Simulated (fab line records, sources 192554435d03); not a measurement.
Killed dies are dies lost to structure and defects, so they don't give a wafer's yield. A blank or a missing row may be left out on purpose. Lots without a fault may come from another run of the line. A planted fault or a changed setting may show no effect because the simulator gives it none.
Which tool did it? | flow n5_finfet | 24 lots, 72 wafers sampled, at 3 steps of a route of 1938

WHAT THE GAUGES READ, wafer by wafer
N5_BEOL_M4_THK_MEAS_53: measures by xrf. Usual: M4_THK 39.1 nm, standard deviation 1.3.
lot  | measured     | on            | M4_THK (nm)    | flag
L074 | day 8 01:10  | film_metro-02 | 40.6 41.1 40.5 |
L077 | day 8 13:35  | film_metro-02 | 37.7 38.6 40.1 |
L076 | day 8 17:26  | film_metro-02 | 37.3 39.2 39.4 |
L075 | day 8 23:41  | film_metro-02 | 37.9 37.6 38.7 |
L078 | day 9 03:05  | film_metro-01 | 39.2 40.0 41.4 |
L080 | day 9 04:39  | film_metro-02 | 40.4 40.0 40.2 |
L079 | day 9 04:58  | film_metro-02 | 37.8 38.4 37.0 |
L081 | day 9 07:50  | film_metro-02 | 37.9 40.7 39.7 |
L082 | day 9 19:56  | film_metro-01 | 40.0 40.1 41.7 |
L083 | day 10 05:37 | film_metro-02 | 39.1 38.6 39.1 |
L085 | day 10 15:26 | film_metro-02 | 40.8 38.9 39.1 |
L086 | day 11 00:34 | film_metro-01 | 40.3 39.3 40.1 |
L084 | day 11 08:18 | film_metro-02 | 42.0 38.6 42.2 |
L087 | day 11 09:20 | film_metro-01 | 37.4 37.5 38.1 |
L088 | day 11 09:21 | film_metro-02 | 37.0 38.2 39.7 |
L090 | day 11 12:32 | film_metro-02 | 39.2 38.2 40.0 |
L089 | day 11 16:46 | film_metro-01 | 37.6 40.7 38.3 |
L091 | day 12 06:37 | film_metro-01 | 37.4 39.2 35.7 |
L092 | day 12 14:46 | film_metro-01 | 39.8 40.4 39.3 |
L093 | day 12 21:37 | film_metro-02 | 40.6 39.3 37.9 |
L094 | day 13 00:41 | film_metro-01 | 39.0 42.0 37.5 |
L095 | day 13 04:31 | film_metro-02 | 38.7 39.1 39.2 |
L096 | day 13 06:53 | film_metro-01 | 39.1 36.8 37.1 |
L097 | day 13 23:34 | film_metro-01 | 38.0 39.6 39.1 |

WHICH TOOL RAN EACH LOT (tool, then ch and the chambers of the sampled wafers, then the start)
lot  | N5_BEOL_M4_ANNEAL_82         | N5_BEOL_M4_ANNEAL_87
L074 | pvd_sputter-03, day 7 22:47  | pvd_sputter-03, day 7 23:00
L077 | pvd_sputter-01, day 8 11:32  | pvd_sputter-01, day 8 11:45
L076 | pvd_sputter-03, day 8 15:24  | pvd_sputter-03, day 8 15:37
L075 | pvd_sputter-03, day 8 21:38  | pvd_sputter-03, day 8 21:52
L078 | pvd_sputter-02, day 9 01:03  | pvd_sputter-02, day 9 01:16
L080 | pvd_sputter-01, day 9 02:30  | pvd_sputter-01, day 9 02:43
L079 | pvd_sputter-02, day 9 02:56  | pvd_sputter-02, day 9 03:09
L081 | pvd_sputter-01, day 9 05:49  | pvd_sputter-01, day 9 06:02
L082 | pvd_sputter-01, day 9 17:54  | pvd_sputter-01, day 9 18:07
L083 | pvd_sputter-02, day 10 03:35 | pvd_sputter-02, day 10 03:48
L085 | pvd_sputter-02, day 10 13:25 | pvd_sputter-02, day 10 13:38
L086 | pvd_sputter-03, day 10 22:32 | pvd_sputter-03, day 10 22:45
L084 | pvd_sputter-03, day 11 06:10 | pvd_sputter-03, day 11 06:23
L087 | pvd_sputter-02, day 11 07:19 | pvd_sputter-02, day 11 07:32
L088 | pvd_sputter-01, day 11 07:19 | pvd_sputter-01, day 11 07:32
L090 | pvd_sputter-01, day 11 10:26 | pvd_sputter-01, day 11 10:39
L089 | pvd_sputter-03, day 11 14:44 | pvd_sputter-03, day 11 14:57
L091 | pvd_sputter-01, day 12 04:35 | pvd_sputter-01, day 12 04:49
L092 | pvd_sputter-02, day 12 12:44 | pvd_sputter-02, day 12 12:58
L093 | pvd_sputter-03, day 12 19:35 | pvd_sputter-03, day 12 19:49
L094 | pvd_sputter-02, day 12 22:38 | pvd_sputter-02, day 12 22:52
L095 | pvd_sputter-03, day 13 02:29 | pvd_sputter-03, day 13 02:43
L096 | pvd_sputter-02, day 13 04:52 | pvd_sputter-02, day 13 05:05
L097 | pvd_sputter-03, day 13 21:28 | pvd_sputter-03, day 13 21:41
- N5_BEOL_M4_ANNEAL_82: time 240 s.
- N5_BEOL_M4_ANNEAL_87: time 240 s.

WHAT THE TOOLS THEMSELVES READ (means of the sampled wafers that have a number; where no wafer has one, the mark that the record gives instead)
N5_BEOL_M4_ANNEAL_82. Usual: heater_power_w 869 W, standard deviation 150.
lot  | tool           | heater_power_w (W) | flag
L074 | pvd_sputter-03 | 880                |
L077 | pvd_sputter-01 | 797                |
L076 | pvd_sputter-03 | 737                |
L075 | pvd_sputter-03 | 934                |
L078 | pvd_sputter-02 | 908                |
L080 | pvd_sputter-01 | 796                |
L079 | pvd_sputter-02 | 992                |
L081 | pvd_sputter-01 | 794                |
L082 | pvd_sputter-01 | 830                |
L083 | pvd_sputter-02 | 963                |
L085 | pvd_sputter-02 | 892                |
L086 | pvd_sputter-03 | 926                |
L084 | pvd_sputter-03 | 964                |
L087 | pvd_sputter-02 | 980                |
L088 | pvd_sputter-01 | 793                |
L090 | pvd_sputter-01 | 831                |
L089 | pvd_sputter-03 | 888                |
L091 | pvd_sputter-01 | 831                |
L092 | pvd_sputter-02 | 994                |
L093 | pvd_sputter-03 | 762                |
L094 | pvd_sputter-02 | 985                |
L095 | pvd_sputter-03 | 792                |
L096 | pvd_sputter-02 | 881                |
L097 | pvd_sputter-03 | 873                |

N5_BEOL_M4_ANNEAL_87. Usual: heater_power_w 872 W, standard deviation 150.
lot  | tool           | heater_power_w (W) | flag
L074 | pvd_sputter-03 | 890                |
L077 | pvd_sputter-01 | 796                |
L076 | pvd_sputter-03 | 741                |
L075 | pvd_sputter-03 | 929                |
L078 | pvd_sputter-02 | 908                |
L080 | pvd_sputter-01 | 803                |
L079 | pvd_sputter-02 | 990                |
L081 | pvd_sputter-01 | 814                |
L082 | pvd_sputter-01 | 833                |
L083 | pvd_sputter-02 | 967                |
L085 | pvd_sputter-02 | 910                |
L086 | pvd_sputter-03 | 939                |
L084 | pvd_sputter-03 | 958                |
L087 | pvd_sputter-02 | 994                |
L088 | pvd_sputter-01 | 788                |
L090 | pvd_sputter-01 | 825                |
L089 | pvd_sputter-03 | 885                |
L091 | pvd_sputter-01 | 840                |
L092 | pvd_sputter-02 | 978                |
L093 | pvd_sputter-03 | 771                |
L094 | pvd_sputter-02 | 997                |
L095 | pvd_sputter-03 | 796                |
L096 | pvd_sputter-02 | 865                |
L097 | pvd_sputter-03 | 858                |

THE ANSWER, worked out from the rows above alone
Rule: a lot is off if the mean of its wafers that have a number lies more than 3 standard deviations from the usual mean. A lot without any number at a reading at which 4 lots or more have one is off too. The other lots that the step has rows for count as sound. The gauges are gone through in route order, then the tools' own readings, and for those a lot's mean is taken as printed above. The first step at which some lot is off is used, and at that step the reading that is off furthest; a lot without a number counts as furthest.
No lot is off at any reading shown: from this, nothing can be told.

WHAT THE SIMULATOR HAD PUT IN
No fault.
